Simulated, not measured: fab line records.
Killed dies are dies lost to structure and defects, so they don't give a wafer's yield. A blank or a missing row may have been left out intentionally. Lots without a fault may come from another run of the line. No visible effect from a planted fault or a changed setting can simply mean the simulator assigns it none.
Struck lot and sound lot, side by side :: flow nandHarc :: 14 out of 1159 route steps
Sound: the wafers L323.1, L323.2, L323.6. Struck: wafers L325.2, L325.5. (L325.6 of the same lot was not struck and is left out.) The cause comes at the end.
At each step with rows: each side's tool, then ch and its chambers, then its first start. Under that, the readings that differ: sound wafers :: struck wafers :: difference of the means :: sigmas: that difference in standard deviations of wafers without a fault.
alike: words and numbers the same on both sides, and readings whose means are apart by under 2 such deviations; not compared: readings that were withheld, readings missing a value for some wafer, numbers with overlapping values and no deviation given by the record, and bounds like >300 which may hide the same value.
A row with sigmas, a row that says differs or no value, or rows on one side alone: a step with any of these is where the two part. When numbers do not overlap yet have no deviation, they are printed without sigmas and do not part them. A reading that every wafer of one side lacks parts them only if that side has two wafers or more.

first, 2 steps without rows for these wafers: NHARC_A_STAIRCASE_TRIM_14 (chemistry O2, time 211.2 s); NHARC_A_STAIRCASE_ETCH_15 (etches the open film in C4F8/O2, target depth 100 nm, time 40.5 s).
NHARC_A_STAIRCASE_TRIM_16: chemistry O2, time 211.2 s.
  sound: rieDiel-07 ch 0,1,2; struck: rieDiel-02 ch 3
reading: throttleValvePct (%)
sound: 17.036 17.054 17.038
struck: 17.036 17.009
difference: -0.020
sigmas: -2
  alike: drypumpMotorCurrentA, oesProductAu, rfVppV, showerheadPlenumPTorr
  not compared: rfHoursCounterH
NHARC_A_STAIRCASE_ETCH_17: etches the open film in C4F8/O2, target depth 100 nm, time 40.5 s.
  sound: rieDiel-07 ch 0,1; struck: rieDiel-02 ch 0,2
reading: oesProductAu (a.u.)
sound: 0.944 0.974 0.972
struck: 0.932 0.931
difference: -0.032
sigmas: -3
  alike: rfVppV
  not compared: rfHoursCounterH
NHARC_A_STAIRCASE_TRIM_18: chemistry O2, time 211.2 s.
  sound: rieDiel-07 ch 1,2; struck: rieDiel-02 ch 0,3
  alike: drypumpMotorCurrentA, oesProductAu, rfVppV, showerheadPlenumPTorr, throttleValvePct
  not compared: rfHoursCounterH
NHARC_A_STAIRCASE_ETCH_19: etches the open film in C4F8/O2, target depth 100 nm, time 40.5 s.
  sound: rieDiel-07 ch 0,2; struck: rieDiel-02 ch 1,3
  alike: oesProductAu, rfVppV
  not compared: rfHoursCounterH
then, 5 steps without rows for these wafers: NHARC_A_STAIRCASE_TRIM_20 (chemistry O2, time 211.2 s); NHARC_A_STAIRCASE_ETCH_21 (etches the open film in C4F8/O2, target depth 100 nm, time 40.5 s); NHARC_A_STAIRCASE_TRIM_22 (chemistry O2, time 211.2 s); NHARC_A_STAIRCASE_ETCH_23 (etches the open film in C4F8/O2, target depth 100 nm, time 40.5 s); NHARC_A_STAIRCASE_TRIM_24 (chemistry O2, time 211.2 s).
NHARC_A_STAIRCASE_ETCH_25: etches the open film in C4F8/O2, target depth 100 nm, time 40.5 s.
  sound on rieDiel-02 ch 0,1,2, day 11 10:23; struck on rieDiel-01 ch 0, day 11 21:08
reading: oesProductAu (a.u.)
sound: 0.954 0.950 0.961
struck: 0.774 0.771
difference: -0.182
sigmas: -14
  alike: rfVppV
  not compared: rfHoursCounterH
NHARC_A_STAIRCASE_TRIM_26: chemistry O2, time 211.2 s.
  sound: rieDiel-02 ch 0,2,3; struck: rieDiel-01 ch 0,1
  alike: drypumpMotorCurrentA, oesProductAu, rfVppV, showerheadPlenumPTorr, throttleValvePct
  not compared: rfHoursCounterH
-- the record jumps here: 9 days lie between the struck wafers' starts before and after (it left off in module A_STAIRCASE and takes up again in module END, whose first step shown is number 1159 of the route) --
NHARC_END_SORT_01:
  only the struck wafers appear in the record here, on prober-01 ch 0 at day 20 13:33; the sound ones have no rows

## WHERE THEY PART
At NHARC_A_STAIRCASE_TRIM_16 first; at NHARC_END_SORT_01 last (within this record only).

WHY: what had been put in by the simulator
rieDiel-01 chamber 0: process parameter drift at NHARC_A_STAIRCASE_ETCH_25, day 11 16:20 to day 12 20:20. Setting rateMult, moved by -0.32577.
